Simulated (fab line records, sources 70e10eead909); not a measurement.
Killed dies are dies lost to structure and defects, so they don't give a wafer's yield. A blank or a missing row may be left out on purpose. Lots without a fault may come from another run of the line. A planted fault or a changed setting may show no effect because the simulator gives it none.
Tool commonality check | flow nand_harc | 12 lots, 36 wafers sampled

WHY IT WAS OPENED
At NHARC_P_BONDPAD_THK_MEAS_20 the reading thk_nm is flagged on 3 of 12 lots. Wafers without a fault read 160.8 nm, standard deviation 1.5.
Rule: a lot is flagged when every wafer of it that has a number lies more than 4 standard deviations from that mean, or none has a number. The other lots count as sound.

lot  | measured     | on            | thk_nm (nm), wafer by wafer | flag
L248 | day 6 16:47  | film_metro-02 | 160.4 159.7 160.2           |
L250 | day 7 05:51  | film_metro-02 | 161.4 159.3 162.6           |
L254 | day 8 06:49  | film_metro-01 | 30.1 27.9 28.3              | FLAGGED
L255 | day 8 13:35  | film_metro-01 | 29.6 29.1 33.0              | FLAGGED
L256 | day 8 16:13  | film_metro-01 | 30.0 29.8 30.0              | FLAGGED
L260 | day 9 17:46  | film_metro-02 | 157.9 163.7 160.5           |
L265 | day 11 00:02 | film_metro-02 | 161.2 160.1 159.1           |
L266 | day 11 09:18 | film_metro-02 | 161.7 161.0 161.1           |
L267 | day 11 14:24 | film_metro-01 | 163.2 163.0 160.6           |
L268 | day 11 20:29 | film_metro-02 | 161.6 159.3 160.8           |
L269 | day 11 22:13 | film_metro-01 | 160.6 161.4 161.0           |
L270 | day 12 06:42 | film_metro-01 | 161.6 158.9 159.3           |
The numbers of the flagged lots are 29.8 nm on average: -131.0 nm against the usual, or -87 standard deviations.

WHICH TOOL RAN EACH LOT
The record holds 3 process steps before the reading, out of a route of 1159 steps. In each cell: the tool, then ch and the chambers that the sampled wafers went through, then the start.
lot  | flag    | NHARC_P_BONDPAD_DESCUM_11          | NHARC_P_BONDPAD_ECD_18         | NHARC_P_BONDPAD_ANNEAL_28
L248 |         | rie_diel-05 ch 0,2,3, day 6 14:14  | ecd_cu-02 ch 0,1, day 6 15:40  | rtp_anneal-01 ch 0, day 6 16:07
L250 |         | rie_diel-05 ch 2,3, day 7 03:17    | ecd_cu-01 ch 0,1, day 7 04:49  | rtp_anneal-01 ch 0, day 7 05:11
L254 | FLAGGED | rie_diel-07 ch 0,2,3, day 8 02:55  | ecd_cu-01 ch 0,1, day 8 05:46  | rtp_anneal-01 ch 0, day 8 06:08
L255 | FLAGGED | rie_diel-06 ch 0,1,3, day 8 11:16  | ecd_cu-01 ch 0,1, day 8 12:35  | rtp_anneal-02 ch 0, day 8 12:55
L256 | FLAGGED | rie_diel-05 ch 0,3, day 8 13:47    | ecd_cu-01 ch 0,1, day 8 15:10  | rtp_anneal-02 ch 0, day 8 15:31
L260 |         | rie_diel-05 ch 0,2,3, day 9 15:16  | ecd_cu-01 ch 0,1, day 9 16:43  | rtp_anneal-02 ch 0, day 9 17:05
L265 |         | rie_diel-05 ch 0,1,2, day 10 21:32 | ecd_cu-01 ch 0,1, day 10 23:02 | rtp_anneal-01 ch 0, day 10 23:22
L266 |         | rie_diel-05 ch 0,3, day 11 06:44   | ecd_cu-02 ch 0,1, day 11 08:14 | rtp_anneal-01 ch 0, day 11 08:41
L267 |         | rie_diel-06 ch 0,1,2, day 11 11:59 | ecd_cu-01 ch 0,1, day 11 13:27 | rtp_anneal-02 ch 0, day 11 13:50
L268 |         | rie_diel-05 ch 0,1,3, day 11 18:10 | ecd_cu-02 ch 0,1, day 11 19:27 | rtp_anneal-02 ch 0, day 11 19:50
L269 |         | rie_diel-05 ch 0,2,3, day 11 19:37 | ecd_cu-02 ch 0,1, day 11 21:13 | rtp_anneal-01 ch 0, day 11 21:32
L270 |         | rie_diel-06 ch 0,1,2, day 12 04:12 | ecd_cu-01 ch 0,1, day 12 05:29 | rtp_anneal-02 ch 0, day 12 06:02
What these steps do:
- NHARC_P_BONDPAD_DESCUM_11: chemistry O2, time 3 s.
- NHARC_P_BONDPAD_ECD_18: material Cu, target thk 400 nm.
- NHARC_P_BONDPAD_ANNEAL_28: time 90 s.
- NHARC_P_BONDPAD_THK_MEAS_20: measures by xrf.

FLAGGED OVER TOTAL, TOOL BY TOOL (the gauges that took the reading come last)
step                        | tool          | lots run | flagged | share of the flagged lots | sound lots run after its first flagged lot
NHARC_P_BONDPAD_DESCUM_11   | rie_diel-05   | 8        | 1       | some                      | 5 (L260,L265,L266,L268,L269)
NHARC_P_BONDPAD_DESCUM_11   | rie_diel-06   | 3        | 1       | some                      | 2 (L267,L270)
NHARC_P_BONDPAD_DESCUM_11   | rie_diel-07   | 1        | 1       | some                      | 0
NHARC_P_BONDPAD_ECD_18      | ecd_cu-01     | 8        | 3       | all                       | 4 (L260,L265,L267,L270)
NHARC_P_BONDPAD_ECD_18      | ecd_cu-02     | 4        | 0       | none                      | -
NHARC_P_BONDPAD_ANNEAL_28   | rtp_anneal-01 | 6        | 1       | some                      | 3 (L265,L266,L269)
NHARC_P_BONDPAD_ANNEAL_28   | rtp_anneal-02 | 6        | 2       | some                      | 4 (L260,L267,L268,L270)
NHARC_P_BONDPAD_THK_MEAS_20 | film_metro-01 | 6        | 3       | all                       | 3 (L267,L269,L270)
NHARC_P_BONDPAD_THK_MEAS_20 | film_metro-02 | 6        | 0       | none                      | -

WHAT THE TABLE ALLOWS
2 rows of the table ran every flagged lot: ecd_cu-01 at NHARC_P_BONDPAD_ECD_18, film_metro-01 at NHARC_P_BONDPAD_THK_MEAS_20.
- ecd_cu-01 at NHARC_P_BONDPAD_ECD_18: 3 of its 8 lots flagged. Sound lots ran on it after the first flagged one (L260, L265, L267, L270), which a lasting fault on the whole tool wouldn't allow. On the flagged lots its readings are blank where sound lots have values: bath_heat_duty_pct, bath_temp_c.
- film_metro-01 at NHARC_P_BONDPAD_THK_MEAS_20: 3 of its 6 lots flagged. Sound lots ran on it after the first flagged one (L267, L269, L270), which a lasting fault on the whole tool wouldn't allow.
No row of the table ran every flagged lot and no sound lot after the first.

WHAT THE SIMULATOR HAD PUT IN
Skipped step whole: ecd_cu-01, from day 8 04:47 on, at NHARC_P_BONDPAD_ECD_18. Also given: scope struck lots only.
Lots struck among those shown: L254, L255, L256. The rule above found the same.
